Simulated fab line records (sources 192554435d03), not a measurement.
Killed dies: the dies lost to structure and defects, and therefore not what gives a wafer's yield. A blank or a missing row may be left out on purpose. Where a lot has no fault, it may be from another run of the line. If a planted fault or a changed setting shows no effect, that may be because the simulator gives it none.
Which tool did it? | flow n5_finfet | 72 wafers from 24 lots sampled at 6 of the route's 1938 steps

== WHAT THE GAUGES READ, wafer by wafer ==
N5_BEOL_M1_THK_MEAS_53: measures by xrf.
lot  | measured     | on            | M1_THK (nm)
L074 | day 6 17:19  | film_metro-01 | 38.9 40.0 39.4
L075 | day 6 18:57  | film_metro-01 | 38.3 37.6 38.9
L076 | day 6 23:40  | film_metro-02 | 38.7 38.2 40.8
L077 | day 7 03:59  | film_metro-01 | 39.9 39.1 39.2
L078 | day 7 07:14  | film_metro-02 | 40.5 40.0 40.6
L079 | day 7 19:24  | film_metro-01 | 37.2 40.0 40.4
L080 | day 8 06:42  | film_metro-01 | 36.5 35.9 39.2
L081 | day 8 12:16  | film_metro-02 | 40.0 40.5 40.8
L082 | day 8 12:32  | film_metro-02 | 36.6 38.9 40.3
L083 | day 9 03:38  | film_metro-01 | 38.5 38.4 39.2
L084 | day 9 07:23  | film_metro-02 | 39.6 37.2 40.1
L085 | day 9 14:19  | film_metro-02 | 39.5 38.3 40.2
L086 | day 9 15:32  | film_metro-02 | 36.4 37.2 39.0
L088 | day 9 22:14  | film_metro-01 | 41.2 40.5 40.6
L087 | day 9 22:16  | film_metro-02 | 38.6 38.5 39.7
L090 | day 10 09:44 | film_metro-01 | 41.7 41.3 41.6
L089 | day 10 11:19 | film_metro-01 | 39.9 36.6 40.8
L091 | day 10 16:59 | film_metro-02 | 39.3 39.7 40.6
L092 | day 10 18:53 | film_metro-01 | 39.1 39.8 40.4
L093 | day 11 02:32 | film_metro-02 | 40.9 39.6 40.1
L094 | day 11 05:28 | film_metro-01 | 41.8 39.9 40.1
L095 | day 11 15:07 | film_metro-01 | 39.1 43.2 42.1
L096 | day 11 21:52 | film_metro-01 | 38.2 37.8 37.3
L097 | day 12 00:13 | film_metro-02 | 39.7 42.1 41.2

N5_BEOL_M2_OVL_MEAS_12.
lot  | measured     | on         | M2_OVL (nm)
L074 | day 6 19:03  | overlay-02 | 0.2 -0.3 0.4
L075 | day 6 20:43  | overlay-02 | 0.7 1.6 0.5
L076 | day 7 00:35  | overlay-02 | 0.9 1.1 1.4
L077 | day 7 08:39  | overlay-02 | 0.0 0.2 0.9
L078 | day 7 09:11  | overlay-02 | 0.6 1.3 -0.1
L079 | day 7 22:10  | overlay-02 | 1.6 0.7 1.2
L080 | day 8 09:30  | overlay-02 | -0.6 0.1 -0.9
L081 | day 8 14:17  | overlay-02 | 0.3 -0.2 -0.3
L082 | day 8 14:26  | overlay-02 | 0.3 1.2 0.8
L083 | day 9 04:44  | overlay-02 | 1.1 1.5 0.8
L084 | day 9 09:19  | overlay-01 | -0.3 0.2 0.6
L085 | day 9 17:08  | overlay-02 | -0.5 -0.4 -1.0
L086 | day 9 17:20  | overlay-01 | -0.5 -0.2 -0.1
L088 | day 9 23:53  | overlay-01 | 0.3 0.1 0.1
L087 | day 10 00:04 | overlay-01 | -0.3 -0.7 0.5
L090 | day 10 11:20 | overlay-01 | 0.8 0.7 0.6
L089 | day 10 13:31 | overlay-01 | 0.1 0.3 0.8
L091 | day 10 18:35 | overlay-01 | -0.2 -0.8 -0.4
L092 | day 10 21:38 | overlay-01 | 0.1 0.5 0.2
L093 | day 11 05:34 | overlay-01 | -0.2 -0.2 0.1
L094 | day 11 08:28 | overlay-01 | 0.4 0.5 0.2
L095 | day 11 16:02 | overlay-01 | -0.1 0.0 0.1
L096 | day 11 23:52 | overlay-02 | 0.5 0.4 1.0
L097 | day 12 02:41 | overlay-02 | 0.8 0.3 -0.5

== WHICH TOOL RAN EACH LOT (tool, then ch and the chambers of the sampled wafers, then the start) ==
lot  | N5_BEOL_M1_STRIP_36                | N5_BEOL_M1_TRENCH_ETCH_37                     | N5_BEOL_M1_SPUTTER_88        | N5_BEOL_M1_CO_CAP_55
L074 | rie_diel-06 ch 0,1,3, day 6 13:11  | rie_diel-06 ch 0,1,3, day 6 15:32 or earlier  | pvd_sputter-03, day 6 15:32  | cvd_co-02 ch 0,1,2, day 6 17:23
L075 | rie_diel-06 ch 0,1,2, day 6 13:33  | rie_diel-06 ch 0,1,2, day 6 17:17 or earlier  | pvd_sputter-01, day 6 17:17  | cvd_co-02 ch 1,2, day 6 19:02
L076 | rie_diel-06 ch 0,1,2, day 6 19:46  | rie_diel-06 ch 0,1,2, day 6 22:00 or earlier  | pvd_sputter-01, day 6 22:00  | cvd_co-01 ch 1,2, day 6 23:45
L077 | rie_diel-01 ch 0,2,3, day 6 22:51  | rie_diel-01 ch 0,2,3, day 7 02:10 or earlier  | pvd_sputter-03, day 7 02:10  | cvd_co-01 ch 0,2, day 7 04:04
L078 | rie_diel-03 ch 0,3, day 7 03:12    | rie_diel-03 ch 0,3, day 7 05:34 or earlier    | pvd_sputter-03, day 7 05:34  | cvd_co-02 ch 0,2, day 7 07:18
L079 | rie_diel-01 ch 2,3, day 7 15:37    | rie_diel-01 ch 2,3, day 7 17:44 or earlier    | pvd_sputter-03, day 7 17:44  | cvd_co-02 ch 0,1, day 7 19:29
L080 | rie_diel-03 ch 1,2,3, day 8 00:35  | rie_diel-03 ch 1,2,3, day 8 04:40 or earlier  | pvd_sputter-01, day 8 04:40  | cvd_co-02 ch 0,1, day 8 07:19
L081 | rie_diel-03 ch 0,2,3, day 8 08:42  | rie_diel-03 ch 0,2,3, day 8 10:37 or earlier  | pvd_sputter-03, day 8 10:37  | cvd_co-02 ch 0,1,2, day 8 12:21
L082 | rie_diel-01 ch 2,3, day 8 08:55    | rie_diel-01 ch 2,3, day 8 10:52 or earlier    | pvd_sputter-01, day 8 10:52  | cvd_co-01 ch 0,2, day 8 12:37
L083 | rie_diel-03 ch 0,2,3, day 8 23:14  | rie_diel-03 ch 0,2,3, day 9 01:49 or earlier  | pvd_sputter-01, day 9 01:49  | cvd_co-02 ch 1,2, day 9 03:42
L084 | rie_diel-06 ch 0,1, day 9 03:49    | rie_diel-06 ch 0,1, day 9 05:43 or earlier    | pvd_sputter-01, day 9 05:43  | cvd_co-02 ch 0,1,2, day 9 07:28
L085 | rie_diel-06 ch 0,2, day 9 10:08    | rie_diel-06 ch 0,2, day 9 12:40 or earlier    | pvd_sputter-02, day 9 12:40  | cvd_co-01 ch 0,2, day 9 14:24
L086 | rie_diel-01 ch 0,2,3, day 9 11:33  | rie_diel-01 ch 0,2,3, day 9 13:52 or earlier  | pvd_sputter-03, day 9 13:52  | cvd_co-01 ch 0,1,2, day 9 15:37
L088 | rie_diel-03 ch 0,2, day 9 17:54    | rie_diel-03 ch 0,2, day 9 20:34 or earlier    | pvd_sputter-02, day 9 20:34  | cvd_co-01 ch 0,1, day 9 22:19
L087 | rie_diel-06 ch 1,2, day 9 17:56    | rie_diel-06 ch 1,2, day 9 20:35 or earlier    | pvd_sputter-03, day 9 20:35  | cvd_co-02 ch 0,1, day 9 22:20
L090 | rie_diel-01 ch 2,3, day 10 05:53   | rie_diel-01 ch 2,3, day 10 08:00 or earlier   | pvd_sputter-03, day 10 08:00 | cvd_co-02 ch 1,2, day 10 09:49
L089 | rie_diel-03 ch 0,1,3, day 10 05:55 | rie_diel-03 ch 0,1,3, day 10 09:38 or earlier | pvd_sputter-02, day 10 09:38 | cvd_co-01 ch 0,2, day 10 11:25
L091 | rie_diel-01 ch 0,1,3, day 10 13:07 | rie_diel-01 ch 0,1,3, day 10 15:19 or earlier | pvd_sputter-02, day 10 15:19 | cvd_co-02 ch 0,1,2, day 10 17:03
L092 | rie_diel-06 ch 0,2,3, day 10 13:33 | rie_diel-06 ch 0,2,3, day 10 17:09 or earlier | pvd_sputter-02, day 10 17:09 | cvd_co-01 ch 1,2, day 10 18:58
L093 | rie_diel-06 ch 1,2,3, day 10 22:38 | rie_diel-06 ch 1,2,3, day 11 00:52 or earlier | pvd_sputter-02, day 11 00:52 | cvd_co-01 ch 0,1,2, day 11 02:37
L094 | rie_diel-01 ch 0,1,2, day 11 01:46 | rie_diel-01 ch 0,1,2, day 11 03:47 or earlier | pvd_sputter-02, day 11 03:47 | cvd_co-01 ch 1,2, day 11 05:32
L095 | rie_diel-06 ch 0,1, day 11 11:36   | rie_diel-06 ch 0,1, day 11 13:26 or earlier   | pvd_sputter-01, day 11 13:26 | cvd_co-02 ch 0,1,2, day 11 15:11
L096 | rie_diel-01 ch 1,2,3, day 11 18:02 | rie_diel-01 ch 1,2,3, day 11 20:12 or earlier | pvd_sputter-01, day 11 20:12 | cvd_co-02 ch 0,1,2, day 11 21:56
L097 | rie_diel-06 ch 1,2,3, day 11 18:59 | rie_diel-06 ch 1,2,3, day 11 22:33 or earlier | pvd_sputter-02, day 11 22:33 | cvd_co-02 ch 0,1,2, day 12 00:18
- N5_BEOL_M1_STRIP_36: strips in N2/H2.
- N5_BEOL_M1_TRENCH_ETCH_37: etches SiOC in C4F6/O2, target depth 55.207 nm, time 29 s.
- N5_BEOL_M1_SPUTTER_88: material Cu, target thk 4.5 nm, time 8.29 s.
- N5_BEOL_M1_CO_CAP_55: material Co, precursor CCTBA/H2, target thk 2 nm, time 102.1 s.

== WHAT THE TOOLS THEMSELVES READ (means of the sampled wafers that have a number; where no wafer has one, the mark that the record gives instead) ==
N5_BEOL_M1_STRIP_36.
lot  | tool        | bias_power_w (W) | chamber_pressure_mTorr (mTorr) | drypump_motor_current_A (A) | oes_product_au (a.u.) | rf_vpp_V (V) | showerhead_plenum_p_Torr (Torr) | throttle_valve_pct (%)
L074 | rie_diel-06 | 7.007            | 20.005                         | 5.5                         | 0.86                  | 59.2         | 2.53                            | 23.51
L075 | rie_diel-06 | 7.014            | 20.000                         | 5.8                         | 0.88                  | 59.4         | 2.62                            | 23.50
L076 | rie_diel-06 | 6.998            | 20.013                         | 5.8                         | 0.88                  | 59.9         | 2.62                            | 23.50
L077 | rie_diel-01 | 7.025            | 19.970                         | 5.5                         | 0.78                  | 59.5         | 2.52                            | 23.69
L078 | rie_diel-03 | 6.998            | 20.002                         | 5.7                         | 0.71                  | 58.9         | 2.52                            | 23.69
L079 | rie_diel-01 | 6.980            | 19.996                         | 5.7                         | 0.75                  | 59.1         | 2.48                            | 23.66
L080 | rie_diel-03 | 7.000            | 20.006                         | 5.4                         | 0.74                  | 59.7         | 2.46                            | 23.78
L081 | rie_diel-03 | 6.982            | 20.008                         | 5.5                         | 0.72                  | 59.0         | 2.52                            | 23.75
L082 | rie_diel-01 | 7.009            | 20.022                         | 5.7                         | 0.73                  | 58.9         | 2.50                            | 23.76
L083 | rie_diel-03 | 7.011            | 19.990                         | 5.5                         | 0.71                  | 59.6         | 2.52                            | 23.78
L084 | rie_diel-06 | 7.007            | 19.984                         | 5.6                         | 0.88                  | 60.0         | 2.58                            | 23.35
L085 | rie_diel-06 | 7.003            | 20.001                         | 5.8                         | 0.81                  | 61.1         | 2.64                            | 23.59
L086 | rie_diel-01 | 6.993            | 19.999                         | 5.5                         | 0.77                  | 59.5         | 2.51                            | 23.74
L088 | rie_diel-03 | 6.989            | 20.011                         | 5.5                         | 0.72                  | 59.1         | 2.52                            | 23.51
L087 | rie_diel-06 | 7.012            | 20.008                         | 6.0                         | 0.84                  | 58.2         | 2.61                            | 23.63
L090 | rie_diel-01 | 7.012            | 19.961                         | 5.7                         | 0.73                  | 57.9         | 2.49                            | 23.76
L089 | rie_diel-03 | 6.993            | 19.990                         | 5.5                         | 0.72                  | 58.9         | 2.45                            | 23.45
L091 | rie_diel-01 | 7.011            | 20.039                         | 5.5                         | 0.75                  | 60.8         | 2.54                            | 23.70
L092 | rie_diel-06 | 6.995            | 20.034                         | 5.5                         | 0.79                  | 59.7         | 2.55                            | 23.62
L093 | rie_diel-06 | 6.973            | 19.999                         | 5.7                         | 0.79                  | 58.8         | 2.55                            | 23.72
L094 | rie_diel-01 | 7.023            | 19.961                         | 5.5                         | 0.74                  | 60.1         | 2.56                            | 23.77
L095 | rie_diel-06 | 7.019            | 19.999                         | 5.8                         | 0.86                  | 60.0         | 2.58                            | 23.49
L096 | rie_diel-01 | 7.002            | 20.008                         | 5.7                         | 0.71                  | 59.1         | 2.52                            | 23.75
L097 | rie_diel-06 | 6.986            | 19.997                         | 5.7                         | 0.79                  | 59.0         | 2.55                            | 23.71

N5_BEOL_M1_TRENCH_ETCH_37.
lot  | tool        | chamber_pressure_mTorr (mTorr) | drypump_motor_current_A (A) | oes_product_au (a.u.) | rf_vpp_V (V) | showerhead_plenum_p_Torr (Torr) | throttle_valve_pct (%)
L074 | rie_diel-06 | 30.039                         | 5.5                         | 0.86                  | 669          | 2.84                            | 20.62
L075 | rie_diel-06 | 29.986                         | 5.8                         | 0.88                  | 672          | 2.93                            | 20.52
L076 | rie_diel-06 | 29.980                         | 5.8                         | 0.88                  | 671          | 2.92                            | 20.52
L077 | rie_diel-01 | 29.998                         | 5.5                         | 0.78                  | 669          | 2.83                            | 20.88
L078 | rie_diel-03 | 29.999                         | 5.6                         | 0.71                  | 662          | 2.82                            | 20.94
L079 | rie_diel-01 | 30.009                         | 5.7                         | 0.75                  | 667          | 2.79                            | 20.74
L080 | rie_diel-03 | 29.995                         | 5.4                         | 0.75                  | 667          | 2.77                            | 21.03
L081 | rie_diel-03 | 29.994                         | 5.5                         | 0.72                  | 663          | 2.83                            | 21.06
L082 | rie_diel-01 | 29.965                         | 5.7                         | 0.73                  | 669          | 2.80                            | 20.89
L083 | rie_diel-03 | 29.978                         | 5.5                         | 0.72                  | 663          | 2.83                            | 21.06
L084 | rie_diel-06 | 30.012                         | 5.7                         | 0.88                  | 672          | 2.89                            | 20.54
L085 | rie_diel-06 | 30.014                         | 5.8                         | 0.81                  | 673          | 2.94                            | 20.52
L086 | rie_diel-01 | 29.971                         | 5.5                         | 0.77                  | 669          | 2.82                            | 20.89
L088 | rie_diel-03 | 29.998                         | 5.5                         | 0.72                  | 657          | 2.83                            | 20.95
L087 | rie_diel-06 | 29.995                         | 6.0                         | 0.85                  | 668          | 2.92                            | 20.56
L090 | rie_diel-01 | 29.999                         | 5.7                         | 0.73                  | 670          | 2.80                            | 20.90
L089 | rie_diel-03 | 29.976                         | 5.5                         | 0.73                  | 659          | 2.75                            | 20.83
L091 | rie_diel-01 | 30.007                         | 5.5                         | 0.76                  | 666          | 2.85                            | 20.85
L092 | rie_diel-06 | 29.975                         | 5.5                         | 0.78                  | 671          | 2.84                            | 20.63
L093 | rie_diel-06 | 29.980                         | 5.7                         | 0.78                  | 668          | 2.85                            | 20.66
L094 | rie_diel-01 | 29.997                         | 5.5                         | 0.74                  | 671          | 2.87                            | 21.00
L095 | rie_diel-06 | 30.011                         | 5.8                         | 0.86                  | 669          | 2.89                            | 20.59
L096 | rie_diel-01 | 29.993                         | 5.7                         | 0.71                  | 666          | 2.82                            | 20.86
L097 | rie_diel-06 | 30.006                         | 5.7                         | 0.78                  | 668          | 2.85                            | 20.67

N5_BEOL_M1_SPUTTER_88.
lot  | tool           | substrate_temp_c (C) | throttle_valve_pct (%)
L074 | pvd_sputter-03 | -19.95               | 30.6
L075 | pvd_sputter-01 | -19.96               | 29.6
L076 | pvd_sputter-01 | -20.05               | 29.6
L077 | pvd_sputter-03 | -19.94               | 30.6
L078 | pvd_sputter-03 | -20.01               | 30.5
L079 | pvd_sputter-03 | -20.04               | 30.6
L080 | pvd_sputter-01 | -19.83               | 28.4
L081 | pvd_sputter-03 | -19.90               | 30.5
L082 | pvd_sputter-01 | -20.07               | 29.7
L083 | pvd_sputter-01 | -20.07               | 29.6
L084 | pvd_sputter-01 | -20.04               | 29.3
L085 | pvd_sputter-02 | -20.02               | 29.3
L086 | pvd_sputter-03 | -19.99               | 30.4
L088 | pvd_sputter-02 | -20.01               | 30.7
L087 | pvd_sputter-03 | -20.00               | 30.4
L090 | pvd_sputter-03 | -19.93               | 30.6
L089 | pvd_sputter-02 | -20.03               | 29.9
L091 | pvd_sputter-02 | -19.93               | 31.5
L092 | pvd_sputter-02 | -19.98               | 30.8
L093 | pvd_sputter-02 | -20.07               | 30.8
L094 | pvd_sputter-02 | -19.99               | 30.0
L095 | pvd_sputter-01 | -20.16               | 29.0
L096 | pvd_sputter-01 | -20.03               | 29.5
L097 | pvd_sputter-02 | -19.95               | 30.0

N5_BEOL_M1_CO_CAP_55.
lot  | tool      | heater_power_w (W)
L074 | cvd_co-02 | 232
L075 | cvd_co-02 | 229
L076 | cvd_co-01 | 272
L077 | cvd_co-01 | 262
L078 | cvd_co-02 | 212
L079 | cvd_co-02 | 242
L080 | cvd_co-02 | 247
L081 | cvd_co-02 | 229
L082 | cvd_co-01 | 232
L083 | cvd_co-02 | 234
L084 | cvd_co-02 | 231
L085 | cvd_co-01 | 236
L086 | cvd_co-01 | 248
L088 | cvd_co-01 | 221
L087 | cvd_co-02 | 245
L090 | cvd_co-02 | 233
L089 | cvd_co-01 | 233
L091 | cvd_co-02 | 231
L092 | cvd_co-01 | 263
L093 | cvd_co-01 | 245
L094 | cvd_co-01 | 259
L095 | cvd_co-02 | 229
L096 | cvd_co-02 | 233
L097 | cvd_co-02 | 232

== THE ANSWER, worked out from the rows above alone ==
Rule: the lots themselves supply what counts as usual. Put in order of their means at a reading, lots are off if they are a third of the lots or fewer, leave a main group of 4 or more, and stand apart from it by a gap of 3 or more times the standard deviation of the main group's means; of several such gaps the widest counts. The tables above print the reading to a certain number of digits; a main group whose means all agree to those digits is not used. Also off: a lot with no number at a reading for which 4 or more lots have one. Any other lot the step has rows for is counted as sound. First the gauges in route order, then the tools' own readings, where a lot's mean is used as printed above. The first step at which some lot is off is used, and at that step the reading that is off furthest; a lot without a number counts as furthest.
No lot is off on any of the readings shown, so nothing can be concluded from this.

== WHAT HAD BEEN PUT IN BY THE SIMULATOR ==
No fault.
